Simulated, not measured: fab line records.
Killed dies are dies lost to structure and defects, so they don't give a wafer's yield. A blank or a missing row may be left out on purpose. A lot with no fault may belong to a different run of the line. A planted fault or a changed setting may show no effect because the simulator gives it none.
fab line records ; flow nandHarc
record: lots: 12; wafers: 36; lastDay: 33
route steps=1302 shown A_CHANNEL_HOLE_D1@478 A_DECK1_JOINT@518 END@1302
lots that met no fault: from a run of the same line without faults
startH: start of the lot's first displayed wafer, in hours after the record's first day ; waitH: how many hours have passed since the lot's step before this one ; " as in the row above ; L1.1+2: several wafers, shown together as one row ; - value missing, or start not given ; * or withheld: withheld ; < > ~ a bound
route shown NAME@n: a module of which the file shows steps, and the number in the route of the first ; usual: mean/standard deviation taken from wafers without a fault ; same: alike in all rows ; chamber/n: place in a boat ; sites: per-site readings ; _std_site: standard deviation across them ; _edge_site: inner sites' mean taken away from outer sites' mean ; radiusMm: for every site, how far away it sits from the centre of the wafer ; mask NAME#n: copy n ; behind: the most recent tool/chamber to have shaped the wafer ; hold: what put the lot on hold/how long, in hours/how the hold closed ; device: whichever transistor did not switch (one of n, p or np) ; end of line: tests run on the same wafers once the route is complete ; where a step has no rows: the recipe by itself ; killed: dies lost to structure and defects at the first sort, not the wafer's yield ; map: the dies of a wafer, with x for killed, . for not killed, _ for no die there
set.NAME: the setting as run; set.NAME@STEP: as run at that earlier step ; model.NAME: the simulator's own value behind a step, which no gauge read
steps of the route over a sample of lots; a table a step, a row a wafer
services: the hour from which a tool's chamber was out of use, counted from the record's first day as startH (under 0 if before that day), plus the number of hours and why
== steps ==
step: NHARC_A_CHANNEL_HOLE_D1_ETCH_26
recipe: biasV: 300; sourceW: 2000; pressureMtorr: 30; timeS: 224.1; arFlowSccm: 375; c4f8FlowSccm: 11.4; o2FlowSccm: 113.6; tempC: -20; targetDepthA: 3000; chemistry: C4F8/O2/Ar
usual: biasV: 299.6/2.7; drypumpMotorCurrentA: 6.2/0.35; showerheadPlenumPTorr: 3.71/0.11; throttleValvePct: 24.584/0.0088
lot.wafer;tool;chamber;startH;waitH;biasV;drypumpMotorCurrentA;rfHoursCounterH;showerheadPlenumPTorr;throttleValvePct
L813.4;harEtch-01;1;191.88;0.5;296.5;6.0;-;3.78;24.586
L813.5;harEtch-01;1;191.88;0.5;299.6;6.0;-;3.78;24.582
L813.6;harEtch-01;0;191.88;0.5;297.7;6.2;-;3.78;24.583
L814.1;harEtch-01;1;211.39;0.6;297.3;6.0;107;3.77;24.586
L814.3;harEtch-01;0;211.39;0.6;301.2;6.2;-;3.77;24.589
L814.4;harEtch-01;1;211.39;0.6;296.2;6.0;-;3.77;24.596
L816.1;harEtch-01;1;225.52;0.7;295.2;6.0;111;3.77;24.576
L816.4;harEtch-01;0;225.52;0.7;297.5;6.2;-;3.77;24.581
L816.5;harEtch-01;1;225.52;0.7;294.7;6.0;-;3.77;24.588
L818.1;harEtch-01;1;239.58;0.6;296.2;6.0;119;3.76;24.591
L818.6;harEtch-01;0;239.58;0.6;297.8;6.2;-;3.76;24.586
L818.5;harEtch-01;1;239.58;0.6;297.7;6.0;-;3.76;24.570
L820.1;harEtch-01;0;264.71;0.6;300.3;6.2;134;3.76;24.593
L820.3;harEtch-01;1;264.71;0.6;298.7;6.0;-;3.76;24.576
L820.6;harEtch-01;1;264.71;0.6;305.1;6.0;-;3.76;24.582
L821.1;harEtch-02;1;279.04;0.6;297.8;6.8;348;3.79;24.582
L821.4;harEtch-02;0;279.04;0.6;300.2;5.9;-;3.52;24.583
L821.3;harEtch-02;1;279.04;0.6;298.9;6.8;-;3.79;24.577
L822.2;harEtch-01;1;283.40;0.7;297.6;6.0;149;3.75;24.577
L822.1;harEtch-01;0;283.40;0.7;299.6;6.2;149;3.75;24.571
L822.3;harEtch-01;1;283.40;0.7;298.5;6.0;-;3.75;24.581
L824.2;harEtch-02;1;298.52;0.7;299.0;6.8;356;3.78;24.594
L824.5;harEtch-02;1;298.52;0.7;297.9;6.9;-;3.78;24.582
L824.6;harEtch-02;0;298.52;0.7;299.7;5.8;-;3.51;24.576
L826.2;harEtch-01;0;332.28;0.7;298.7;6.2;175;3.73;24.571
L826.5;harEtch-01;0;332.28;0.7;303.2;6.2;-;3.73;24.582
L826.6;harEtch-01;1;332.28;0.7;296.9;6.0;-;3.73;24.568
L827.1;harEtch-02;1;333.34;0.7;299.5;6.8;379;3.77;24.588
L827.2;harEtch-02;0;333.34;0.7;304.1;5.8;394;3.50;24.593
L827.4;harEtch-02;0;333.34;0.7;298.7;5.8;-;3.50;24.590
L828.1;harEtch-01;1;344.36;0.7;300.2;6.0;183;3.73;24.587
L828.2;harEtch-01;0;344.36;0.7;299.4;6.2;183;3.73;24.586
L828.4;harEtch-01;1;344.36;0.7;302.5;6.0;-;3.73;24.593
L835.3;harEtch-02;0;422.56;0.5;298.7;5.8;-;3.98;24.588
L835.4;harEtch-02;1;422.56;0.5;296.6;6.8;-;3.74;24.597
L835.5;harEtch-02;1;422.56;0.5;295.8;6.8;-;3.74;24.590
step: NHARC_A_CHANNEL_HOLE_D1_INSPECT_40
usual: rawDefectCount: 70/27
lot.wafer;tool;chamber;startH;waitH;rawDefectCount
L813.4;defectInspect-02;-;193.78;-;36
L813.5;defectInspect-02;-;193.78;-;39
L813.6;defectInspect-02;-;193.78;-;36
L814.1;defectInspect-02;-;213.50;-;57
L814.3;defectInspect-02;-;213.50;-;58
L814.4;defectInspect-02;-;213.50;-;47
L816.1;defectInspect-01;-;227.45;-;34
L816.4;defectInspect-01;-;227.45;-;32
L816.5;defectInspect-01;-;227.45;-;50
L818.1;defectInspect-01;-;241.48;-;60
L818.5;defectInspect-01;-;241.48;-;49
L818.6;defectInspect-01;-;241.48;-;30
L820.1;defectInspect-02;-;266.61;-;50
L820.3;defectInspect-02;-;266.61;-;57
L820.6;defectInspect-02;-;266.61;-;49
L821.1;defectInspect-01;-;280.94;-;101
L821.3;defectInspect-01;-;280.94;-;99
L821.4;defectInspect-01;-;280.94;-;112
L822.1;defectInspect-01;-;285.35;-;45
L822.2;defectInspect-01;-;285.35;-;51
L822.3;defectInspect-01;-;285.35;-;57
L824.2;defectInspect-02;-;300.44;-;114
L824.5;defectInspect-02;-;300.44;-;103
L824.6;defectInspect-02;-;300.44;-;99
L826.2;defectInspect-02;-;334.21;-;50
L826.5;defectInspect-02;-;334.21;-;36
L826.6;defectInspect-02;-;334.21;-;30
L827.1;defectInspect-02;-;335.42;-;105
L827.2;defectInspect-02;-;335.42;-;90
L827.4;defectInspect-02;-;335.42;-;82
L828.1;defectInspect-02;-;346.30;-;57
L828.2;defectInspect-02;-;346.30;-;57
L828.4;defectInspect-02;-;346.30;-;76
L835.3;defectInspect-01;-;424.57;-;36
L835.4;defectInspect-01;-;424.57;-;44
L835.5;defectInspect-01;-;424.57;-;41
step: NHARC_A_DECK1_JOINT_ETCHBACK_07
recipe: targetDepthA: 1050; timeS: 26.9; hbrFlowSccm: 150; rfW: 350; icpW: 350; biasW: 60; chemistry: HBr
usual: biasW: 60.02/0.17; chamberPressureMTorr: 14.999/0.013; drypumpMotorCurrentA: 5.8/0.45; oesProductAu: 1.000/0.0076; throttleValvePct: 23.266/0.0098
lot.wafer;tool;chamber;startH;waitH;biasW;chamberPressureMTorr;drypumpMotorCurrentA;oesProductAu;rfHoursCounterH;throttleValvePct
L813.4;rieSi-03;3;247.99;0.1;60.07;14.993;6.3;0.988;0.1;23.259
L813.6;rieSi-03;1;247.99;0.1;59.85;15.022;6.5;1.011;-;23.283
L813.5;rieSi-03;2;247.99;0.1;60.08;15.000;5.4;1.000;-;23.271
L814.1;rieSi-06;0;260.86;0.1;59.94;14.999;6.4;0.999;0;23.257
L814.3;rieSi-06;1;260.86;0.1;60.13;15.008;6.5;1.003;0;23.260
L814.4;rieSi-06;3;260.86;0.1;60.02;15.002;5.9;1.014;0;23.267
L816.4;rieSi-04;2;275.79;0.1;60.17;14.991;5.2;1.002;0.6;23.282
L816.1;rieSi-04;3;275.79;0.1;59.56;14.983;5.5;1.008;0.8;23.267
L816.5;rieSi-04;2;275.79;0.1;59.99;15.003;5.2;1.002;-;23.267
L818.1;rieSi-03;2;289.53;0.1;59.99;14.986;5.4;1.008;0.5;23.266
L818.6;rieSi-03;3;289.53;0.1;59.86;15.012;6.2;1.002;-;23.256
L818.5;rieSi-03;0;289.53;0.1;60.02;14.996;5.3;0.993;-;23.262
L820.3;rieSi-04;2;314.67;0.1;60.04;15.007;5.2;1.004;0.9;23.252
L820.1;rieSi-04;3;314.67;0.1;60.32;14.990;5.5;1.002;1.0;23.264
L820.6;rieSi-04;3;314.67;0.1;60.31;14.980;5.4;1.002;-;23.292
L821.3;rieSi-04;0;329.18;0.1;59.92;15.004;5.7;0.997;1.2;23.277
L821.1;rieSi-04;2;329.18;0.1;60.14;14.987;5.2;1.011;1.0;23.263
L821.4;rieSi-04;3;329.18;0.1;59.98;15.002;5.4;1.006;1.2;23.252
L822.3;rieSi-03;0;333.58;0.1;60.13;15.003;5.4;0.987;0.7;23.255
L822.1;rieSi-03;1;333.58;0.1;59.88;14.981;6.4;0.994;0.7;23.262
L822.2;rieSi-03;2;333.58;0.1;59.69;14.977;5.4;0.993;0.7;23.256
L824.2;rieSi-03;1;346.95;0.1;60.19;14.993;6.4;1.008;0.8;23.276
L824.6;rieSi-03;1;346.95;0.1;60.01;14.984;6.5;0.995;-;23.250
L824.5;rieSi-03;2;346.95;0.1;60.40;14.982;5.4;0.998;-;23.264
L827.1;rieSi-04;3;383.83;0.1;-;-;-;-;-;-
L827.4;rieSi-04;0;383.83;0.1;-;-;-;-;-;-
L827.2;rieSi-04;2;383.83;0.1;-;-;-;-;-;-
L826.2;rieSi-03;0;383.87;0.1;59.81;14.997;5.3;0.987;1.0;23.277
L826.6;rieSi-03;1;383.87;0.1;59.85;15.002;6.5;1.004;-;23.278
L826.5;rieSi-03;2;383.87;0.1;60.20;14.991;5.4;0.995;-;23.271
L828.2;rieSi-04;3;396.12;0.1;-;-;-;-;-;-
L828.4;rieSi-04;1;396.12;0.1;-;-;-;-;-;-
L828.1;rieSi-04;2;396.12;0.1;-;-;-;-;-;-
L835.3;rieSi-06;2;473.37;0.1;59.86;14.988;5.5;1.003;0.3;23.259
L835.5;rieSi-06;2;473.37;0.1;60.08;14.995;5.5;1.006;-;23.272
L835.4;rieSi-06;0;473.37;0.1;59.91;15.009;6.4;0.997;-;23.258
step: NHARC_A_DECK1_JOINT_ETCHBACK_00
recipe: targetDepthA: 300; timeS: 17.4; hbrFlowSccm: 150; rfW: 350; icpW: 350; biasW: 60; chemistry: HBr
usual: biasW: 60.02/0.17; chamberPressureMTorr: 15.000/0.013; drypumpMotorCurrentA: 5.8/0.45; oesProductAu: 1.000/0.009; throttleValvePct: 23.266/0.0091
lot.wafer;tool;chamber;startH;waitH;biasW;chamberPressureMTorr;drypumpMotorCurrentA;oesProductAu;rfHoursCounterH;throttleValvePct
L813.4;rieSi-04;3;262.17;0.1;59.73;15.014;5.5;1.001;0.7;23.272
L813.5;rieSi-04;3;262.17;0.1;59.96;14.965;5.5;1.005;-;23.292
L813.6;rieSi-04;0;262.17;0.1;60.06;15.004;5.7;0.989;-;23.262
L814.1;rieSi-04;1;271.75;0.1;60.07;15.007;6.0;1.005;0.6;23.262
L814.4;rieSi-04;2;271.75;0.1;60.08;14.980;5.2;0.986;0.5;23.267
L814.3;rieSi-04;0;271.75;0.1;60.10;15.000;5.7;0.992;0.8;23.266
L816.1;rieSi-04;2;287.08;0.1;59.97;15.002;5.2;1.003;0.7;23.269
L816.4;rieSi-04;0;287.08;0.1;60.06;14.982;5.7;0.989;0.9;23.273
L816.5;rieSi-04;2;287.08;0.1;60.04;14.977;5.2;1.004;-;23.272
L818.1;rieSi-06;3;300.16;0.1;60.25;15.022;5.9;1.009;0.3;23.263
L818.5;rieSi-06;2;300.16;0.1;60.04;15.005;5.5;1.014;-;23.281
L818.6;rieSi-06;3;300.16;0.1;60.19;14.988;5.9;1.012;-;23.272
L820.1;rieSi-03;0;325.30;0.1;60.03;15.014;5.4;0.985;0.6;23.266
L820.3;rieSi-03;3;325.30;0.1;60.13;14.992;6.2;1.001;0.5;23.280
L820.6;rieSi-03;0;325.30;0.1;60.08;15.008;5.4;0.997;-;23.261
L821.4;rieSi-04;0;339.84;0.1;60.24;15.025;5.7;0.994;1.2;23.264
L821.1;rieSi-04;2;339.84;0.1;60.12;15.009;5.2;1.010;1.0;23.258
L821.3;rieSi-04;3;339.84;0.1;59.86;14.991;5.5;0.999;1.2;23.271
L822.1;rieSi-06;2;344.07;0.1;60.04;14.987;5.5;1.009;0.6;23.261
L822.2;rieSi-06;0;344.07;0.1;60.16;15.002;6.4;1.004;0.6;23.267
L822.3;rieSi-06;1;344.07;0.1;59.75;14.999;6.5;1.004;0.6;23.261
L824.2;rieSi-03;1;357.48;0.1;60.12;15.009;6.5;1.006;0.9;23.266
L824.6;rieSi-03;2;357.48;0.1;60.18;14.999;5.4;1.006;-;23.256
L824.5;rieSi-03;3;357.48;0.1;59.91;14.986;6.2;0.998;-;23.269
L827.1;rieSi-06;1;394.48;0.1;59.98;15.004;6.5;1.010;1.0;23.268
L827.2;rieSi-06;2;394.48;0.1;59.73;15.021;5.5;1.007;1.0;23.269
L827.4;rieSi-06;3;394.48;0.1;59.77;15.012;5.9;1.008;0.9;23.270
L826.2;rieSi-03;3;394.49;0.1;59.57;15.017;6.2;0.990;0.9;23.265
L826.6;rieSi-03;2;394.49;0.1;59.80;14.987;5.4;1.003;-;23.260
L826.5;rieSi-03;3;394.49;0.1;59.63;14.980;6.2;1.000;-;23.259
L828.1;rieSi-06;1;407.64;0.1;60.07;15.001;6.5;1.010;1.1;23.262
L828.2;rieSi-06;2;407.64;0.1;60.01;14.990;5.5;1.007;1.1;23.274
L828.4;rieSi-06;0;407.64;0.1;60.07;15.001;6.4;0.997;1.0;23.278
L835.4;rieSi-03;0;484.08;0.1;60.14;14.999;5.3;0.972;0.6;23.277
L835.3;rieSi-03;1;484.08;0.1;60.05;14.995;6.5;0.988;0.6;23.243
L835.5;rieSi-03;3;484.08;0.1;59.74;15.020;6.2;1.006;-;23.263
step: NHARC_END_SORT_01
recipe: tempC: 25
usual: killedAtArray: 58/20; killedAtOther: 1.0/1.2; killedAtPeriphery: 4.1/3; killedDies: 63/20; killedOpen: 3.2/1.7; killedShort: 2.5/1.5
same: grossDies: 677
lot.wafer;tool;chamber;startH;waitH;killedAtArray;killedAtOther;killedAtPeriphery;killedDies;killedOpen;killedShort
L814.1;prober-02;0;579.65;2.5;17;1;2;20;2;4
L814.3;prober-02;0;581.26;3.1;30;1;1;32;4;4
L814.4;prober-02;0;582.07;3.4;18;1;2;21;4;2
L816.1;prober-01;0;600.06;2.5;28;3;2;33;1;6
L816.4;prober-01;0;602.46;3.4;24;3;5;32;3;4
L816.5;prober-01;0;603.26;3.7;26;3;3;32;3;4
L827.1;prober-02;0;700.69;2.5;672;0;5;677;3;3
L827.2;prober-02;0;701.51;2.8;671;0;6;677;4;2
L827.4;prober-02;0;703.15;3.5;671;0;6;677;3;2
L826.2;prober-01;0;701.50;2.8;50;0;1;51;3;3
L826.5;prober-01;0;703.90;3.7;58;1;3;62;4;4
L826.6;prober-01;0;704.70;4.0;60;2;2;64;3;4
L828.1;prober-02;0;718.63;2.5;675;1;1;677;4;2
L828.2;prober-02;0;719.43;2.8;672;4;1;677;2;1
L828.4;prober-02;0;721.02;3.4;671;0;6;677;2;2
killed by level:class
L814.1 A_CHANNEL_HOLE_D2:chamberFilmFlake=6 A_SOURCE_PLATE:geometricParticle:short=2 A_SOURCE_PLATE:geometricParticle:open=2 A_CHANNEL_HOLE_D1:chamberFilmFlake=2 A_M1:chamberFilmFlake=2 P_GATE:geometricParticle:short=1 A_CHANNEL_HOLE_D2:geometricParticle:short=1 P_STI:chamberFilmFlake=1
L814.3 A_CHANNEL_HOLE_D2:chamberFilmFlake=11 A_CHANNEL_HOLE_D1:chamberFilmFlake=3 A_M0:geometricParticle:short=2 A_DECK1_JOINT:chamberFilmFlake=2 A_SLIT:chamberFilmFlake=2 A_CONTACT:chamberFilmFlake=2 A_M0:chamberFilmFlake=2 P_M2:geometricParticle:open=1
L814.4 A_CHANNEL_HOLE_D2:chamberFilmFlake=7 A_CONTACT:chamberFilmFlake=4 A_CONTACT:geometricParticle:open=2 P_GATE:geometricParticle:open=1 P_GATE:geometricParticle:short=1 A_M0:geometricParticle:open=1 STARTING-WAFER:geometricParticle:short=1 A_CHANNEL_HOLE_D1:chamberFilmFlake=1
L816.1 A_CONTACT:chamberFilmFlake=9 A_CHANNEL_HOLE_D2:chamberFilmFlake=7 A_CHANNEL_HOLE_D1:chamberFilmFlake=3 THIN_TSV:chamberFilmFlake=3 P_M0:geometricParticle:open=1 A_CHANNEL_HOLE_D1:geometricParticle:short=1 A_CHANNEL_FILL_D1:geometricParticle:short=1 A_ONON_D2:geometricParticle:short=1
L816.4 A_CHANNEL_HOLE_D2:chamberFilmFlake=12 A_CONTACT:chamberFilmFlake=3 A_CHANNEL_FILL_D1:geometricParticle:open=2 P_GATE:chamberFilmFlake=2 A_CHANNEL_HOLE_D1:chamberFilmFlake=2 THIN_TSV:chamberFilmFlake=2 P_M0:geometricParticle:short=1 A_DECK1_JOINT:geometricParticle:short=1
L816.5 A_CHANNEL_HOLE_D2:chamberFilmFlake=10 A_CHANNEL_HOLE_D1:chamberFilmFlake=7 A_CONTACT:chamberFilmFlake=3 THIN_TSV:chamberFilmFlake=2 P_GATE:geometricParticle:open=1 A_CHANNEL_HOLE_D1:geometricParticle:short=1 A_ONON_D2:geometricParticle:short=1 A_CHANNEL_HOLE_D2:geometricParticle:short=1
L827.1 A_DECK1_JOINT:areaEtchback=609 A_CHANNEL_HOLE_D1:chamberFilmFlake=24 A_CHANNEL_HOLE_D2:chamberFilmFlake=21 A_CHANNEL_FILL_D2:chamberFilmFlake=4 A_CONTACT:chamberFilmFlake=3 A_CHANNEL_FILL_D2:geometricParticle:open=2 A_WL_FILL:geometricParticle:short=2 P_ZERO_WELL:chamberFilmFlake=2
L826.2 A_SLIT:chamberFilmFlake=29 A_STAIRCASE:chamberFilmFlake=7 A_CHANNEL_HOLE_D1:chamberFilmFlake=6 A_CONTACT:chamberFilmFlake=3 A_CHANNEL_FILL_D1:geometricParticle:short=2 P_M0:geometricParticle:open=1 A_ONON_D1:geometricParticle:open=1 A_CHANNEL_FILL_D2:geometricParticle:open=1
L827.2 A_DECK1_JOINT:areaEtchback=599 A_CHANNEL_HOLE_D1:chamberFilmFlake=34 A_CHANNEL_HOLE_D2:chamberFilmFlake=21 P_M2:chamberFilmFlake=5 A_CONTACT:chamberFilmFlake=4 A_CHANNEL_FILL_D2:geometricParticle:open=3 A_SLIT:chamberFilmFlake=3 A_WL_FILL:chamberFilmFlake=2
L827.4 A_DECK1_JOINT:areaEtchback=607 A_CHANNEL_HOLE_D1:chamberFilmFlake=26 A_CHANNEL_HOLE_D2:chamberFilmFlake=19 A_CONTACT:chamberFilmFlake=8 P_M2:chamberFilmFlake=4 A_STAIRCASE:chamberFilmFlake=2 A_SLIT:chamberFilmFlake=2 P_M0:geometricParticle:open=1
L826.5 A_SLIT:chamberFilmFlake=34 A_CHANNEL_HOLE_D1:chamberFilmFlake=10 A_STAIRCASE:chamberFilmFlake=7 P_CONTACT:geometricParticle:open=1 P_M1:geometricParticle:open=1 A_ONON_D1:geometricParticle:short=1 A_DECK1_JOINT:geometricParticle:open=1 A_DECK1_JOINT:geometricParticle:short=1
L826.6 A_SLIT:chamberFilmFlake=28 A_CHANNEL_HOLE_D1:chamberFilmFlake=12 A_STAIRCASE:chamberFilmFlake=5 A_CONTACT:chamberFilmFlake=5 A_WL_FILL:chamberFilmFlake=3 A_M0:geometricParticle:short=2 P_GATE:chamberFilmFlake=2 A_CHANNEL_FILL_D2:geometricParticle:open=1
L828.1 A_DECK1_JOINT:areaEtchback=620 A_CHANNEL_HOLE_D2:chamberFilmFlake=27 A_CHANNEL_HOLE_D1:chamberFilmFlake=11 A_CONTACT:chamberFilmFlake=6 A_STAIRCASE:chamberFilmFlake=5 A_ONON_D2:geometricParticle:open=2 P_GATE:geometricParticle:open=1 A_ONON_D1:geometricParticle:short=1
L828.2 A_DECK1_JOINT:areaEtchback=626 A_CHANNEL_HOLE_D2:chamberFilmFlake=22 A_CHANNEL_HOLE_D1:chamberFilmFlake=15 THIN_TSV:chamberFilmFlake=4 A_CONTACT:chamberFilmFlake=3 A_SLIT:chamberFilmFlake=2 A_DECK1_JOINT:geometricParticle:short=1 A_SGD_CUT:geometricParticle:open=1
L828.4 A_DECK1_JOINT:areaEtchback=633 A_CHANNEL_HOLE_D2:chamberFilmFlake=16 A_CHANNEL_HOLE_D1:chamberFilmFlake=9 P_ZERO_WELL:chamberFilmFlake=5 A_CONTACT:chamberFilmFlake=3 A_STAIRCASE:chamberFilmFlake=2 A_SLIT:chamberFilmFlake=2 A_ONON_D1:geometricParticle:short=1
== services ==
tool;chamber;startH;hours;kind
rieSi-04;0;174.00;-;clean
rieSi-04;1;174.00;-;clean
rieSi-04;2;174.00;-;clean
rieSi-04;3;174.00;-;clean
rieSi-06;0;185.21;4.0;repair
rieSi-06;2;200.38;10.9;repair
rieSi-03;-;221.00;9.0;pm
rieSi-03;0;221.00;9.0;ventCycle
rieSi-06;-;244.98;0.3;repair
rieSi-06;-;249.00;9.0;pm
rieSi-06;0;263.96;8.1;repair
rieSi-03;1;276.91;7.8;repair
rieSi-03;1;318.46;3.6;repair
rieSi-03;-;340.58;0.2;repair
rieSi-04;-;342.00;9.0;pm
harEtch-02;-;377.00;17.0;pm
rieSi-06;3;377.71;8.4;repair
rieSi-06;0;382.69;7.9;repair
rieSi-03;-;398.00;9.0;pm
rieSi-06;-;426.00;9.0;pm
rieSi-06;-;442.16;0.4;repair
rieSi-06;1;461.77;16.7;repair
rieSi-04;2;473.96;2.8;repair
rieSi-04;3;479.54;2.8;repair
== key ==
firstSign: step: NHARC_A_DECK1_JOINT_ETCHBACK_07; reading: toolRecord; direction: missing
effect: step: NHARC_END_SORT_01; reading: killedDies; direction: up; sigmas: 31; usual: 63; struck: 677
moreKillsBornAt: NHARC_A_DECK1_JOINT_ETCHBACK_07@rieSi-04: 3691
metAt NHARC_A_DECK1_JOINT_ETCHBACK_07
struckLots L827,L828
laterRowsLeftOut L827.1,L827.2,L827.4,L828.1,L828.2,L828.4
testerLeftOut L827,L828
notActingAt NHARC_A_CHANNEL_HOLE_D1_ETCH_26,NHARC_A_CHANNEL_HOLE_D1_INSPECT_40,NHARC_A_DECK1_JOINT_ETCHBACK_00
onsetBetween 329.18 383.83
fault: kind: skippedStepWhole; tool: rieSi-04; chamber: -; onsetH: 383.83; steps: NHARC_A_DECK1_JOINT_ETCHBACK_07; scope: struckLotsOnly
testerLeftOut: of these lots the tester's yield and bins aren't shown, on N5 and GAA mostly nor the transistor test; their killed dies are dies lost to structure and defects alone, not to doping, threshold or leakage, so they don't give the yield
laterRowsLeftOut: the simulator's readings of these wafers behind a module that went badly wrong aren't trusted and aren't shown, but for the sort
